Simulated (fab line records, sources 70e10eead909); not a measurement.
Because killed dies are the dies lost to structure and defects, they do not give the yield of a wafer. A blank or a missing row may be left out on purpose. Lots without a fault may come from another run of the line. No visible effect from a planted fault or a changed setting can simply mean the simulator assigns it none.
Matching of chambers ; flow nand_harc ; NHARC_P_GATE_ETCH_32 on rie_si-02 has 4 sister chambers
The step etches the open film in HBr/Cl2, target depth 150 nm, time 100.1 s. 22 wafers are shown with their chamber, then 11 later ones without.

== WAFERS WITH THEIR CHAMBER ==
wafer;chamber;drypump_motor_current_A (A);oes_product_au (a.u.);throttle_valve_pct (%)
L076.1;3;6.0;0.977;26.393
L076.4;0;5.4;1.014;26.400
L076.5;0;5.4;1.007;26.418
L077.2;3;6.0;0.982;26.412
L077.4;1;5.6;0.999;26.404
L077.5;3;6.0;0.976;26.420
L078.1;2;6.2;1.011;26.410
L078.2;1;5.6;0.997;26.414
L078.6;0;5.4;1.005;26.414
L080.1;1;5.6;1.002;26.414
L080.2;0;5.4;1.019;26.396
L080.6;1;5.6;0.999;26.405
L083.3;0;5.4;1.007;26.405
L083.4;2;6.2;1.021;26.400
L083.6;0;5.4;1.004;26.422
L086.1;2;6.2;1.011;26.390
L086.3;1;5.6;0.996;26.400
L086.4;3;6.0;0.977;26.411
L087.1;0;5.4;1.013;26.408
L087.2;1;5.6;0.991;26.399
L087.3;3;5.9;0.979;26.403
L089.2;1;5.6;0.981;26.398

SIGNATURES (averages over the wafers above)
reading;chamber 0;chamber 1;chamber 2;chamber 3;scatter within a chamber
drypump_motor_current_A;5.400;5.600;6.200;5.980;0.0211
oes_product_au;1.00986;0.99500;1.01433;0.97820;0.00564
throttle_valve_pct;26.40900;26.40486;26.40000;26.40780;0.00892
Rule: a wafer lies at a distance from a chamber equal to the root of the sum of squares, over the readings, of (its reading less the chamber's mean, divided by the reading's scatter). If the next closest chamber is less than 2 further off than the closest, the wafer can't be placed; otherwise it belongs to the closest. The scatter is the square root of a quotient: the sum, over the shown wafers, of each reading's squared deviation from its chamber's mean, divided by wafers minus chambers.

== WAFERS WITHOUT THEIR CHAMBER ==
wafer;drypump_motor_current_A (A);oes_product_au (a.u.);throttle_valve_pct (%)
L089.4;6.2;1.015;26.407
L089.5;5.6;0.979;26.405
L093.1;5.6;1.025;26.404
L093.2;6.0;0.978;26.405
L093.5;6.0;0.988;26.425
L094.1;5.4;0.996;26.388
L094.2;6.2;1.022;26.401
L094.3;5.6;1.027;26.410
L095.1;5.4;0.991;26.404
L095.2;5.6;1.011;26.397
L095.6;6.2;1.005;26.408

== THE CHAMBER EACH PASSED THROUGH ==
wafer;from the rows above;in truth
L089.4;2;2
L089.5;1;1
L093.1;1;1
L093.2;3;3
L093.5;3;3
L094.1;0;0
L094.2;2;2
L094.3;1;1
L095.1;0;0
L095.2;1;1
L095.6;2;2
Correctly placed: 11 of 11. Can't be placed from these rows: 0. Placed wrongly: 0.
